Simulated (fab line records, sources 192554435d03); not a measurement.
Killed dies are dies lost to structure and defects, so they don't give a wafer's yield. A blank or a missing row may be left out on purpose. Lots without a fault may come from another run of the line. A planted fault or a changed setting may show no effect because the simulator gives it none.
A struck lot beside a sound one | flow n5_finfet | 15 steps out of a route of 1938
Sound: wafers L722.1, L722.2, L722.3. Struck: wafers L726.2, L726.6. The cause comes at the end.
At each step with rows: each side's tool, then ch and its chambers, then its first start. Under that, the readings that differ: sound wafers | struck wafers | difference of the means | sigmas: that difference in standard deviations of wafers without a fault.
alike: readings whose means differ by less than 2 such deviations, and words and numbers that are the same on both sides. not compared: withheld readings, readings that some wafer has no value for, bounds like >300 that may hide the same value, and numbers for which the record gives no deviation and whose values overlap.
The two part at a step that has a row with sigmas, a row that says differs or no value, or rows on one side only. Numbers that don't overlap but have no deviation are shown without sigmas and don't part them. A reading that every wafer of one side lacks parts them only if that side has two wafers or more.

N5_BEOL_M13_CMP_49: polishes, stops on SiOC, t overpolish 17.1 s, target thk 420 nm.
  sound on cmp-04 ch 0,1,3, day 12 12:14; struck on cmp-01 ch 0,1, day 13 06:15
  alike: barrier_field_endpoint_s, motor_current_A, overpolish_run_s
N5_BEOL_M13_THK_MEAS_50: measures by xrf.
  sound on film_metro-02, day 12 12:32; struck on film_metro-01, day 13 06:30
  reading      | sound       | struck  | difference | sigmas
  M13_THK (nm) | 411 414 417 | 447 431 | +25        | +3
then, 1 step without rows for these wafers: N5_BEOL_M13_PRE_CLEAN_52 (time 15 s).
N5_BEOL_M13_DEP_53: deposits SiCN from 3MS/NH3, target thk 50 nm, time 17.8 s.
  sound on pecvd-04 ch 0,1,2, day 12 12:35; struck on pecvd-03 ch 0,1, day 13 06:34
  alike: showerhead_plenum_p_Torr, throttle_valve_pct
N5_BEOL_M13_RS_MEAS_54: measures by four-point-probe.
  sound on film_metro-01, day 12 12:40; struck on film_metro-01, day 13 06:38
  reading         | sound                | struck        | difference | sigmas
  M13_RS (ohm/sq) | 0.0458 0.0454 0.0449 | 0.0430 0.0446 | -0.0016    | -2
N5_BEOL_M13_INSPECT_55: inspects for defects (darkfield).
  sound on defect_inspect-01, day 12 12:41; struck on defect_inspect-02, day 13 06:40
  alike: raw_defect_count
N5_BEOL_M14_ILD_DEP_00: deposits SiO2 from TEOS/O2, target thk 1119.3 nm, time 237.4 s.
  sound on pecvd-04 ch 0,1,2, day 12 12:43; struck on pecvd-01 ch 2, day 13 06:42
  reading                         | sound          | struck    | difference | sigmas
  showerhead_plenum_p_Torr (Torr) | 8.36 8.34 8.34 | 8.26 8.26 | -0.09      | -2
  alike: heater_power_w, throttle_valve_pct
N5_BEOL_M14_THK_MEAS_01:
  sound on film_metro-01, day 12 12:55; struck on film_metro-02, day 13 06:53
  alike: M14_ILD_THK
then, 4 steps without rows for these wafers: N5_BEOL_M14_COAT_58 (time 60 s, resist thk 89 nm); N5_BEOL_M14_COAT_04 (resist thk 800 nm); N5_BEOL_M14_EBR_06; N5_BEOL_M14_SOFTBAKE_05 (time 60 s).
N5_BEOL_M14_EXPOSE_07: exposes mask V13.
  sound on krf_scanner-01 ch 0, day 12 13:10; struck on krf_scanner-01 ch 0, day 13 07:01
  reading              | sound             | struck      | difference | sigmas
  exposure_dose_mJ_cm2 | 57.05 56.90 57.00 | 57.36 57.25 | +0.32      | +5
  alike: mask
then, 1 step without rows for these wafers: N5_BEOL_M14_PEB_08 (peb time 90 s).
N5_PASSIVATION_PROBE_49:
  the record has rows for the sound wafers here (prober-01, day 13 19:26) and none for the struck ones

WHERE THEY PART
First at N5_BEOL_M13_THK_MEAS_50; last, within this record, at N5_PASSIVATION_PROBE_49.

WHY: what the simulator had put in
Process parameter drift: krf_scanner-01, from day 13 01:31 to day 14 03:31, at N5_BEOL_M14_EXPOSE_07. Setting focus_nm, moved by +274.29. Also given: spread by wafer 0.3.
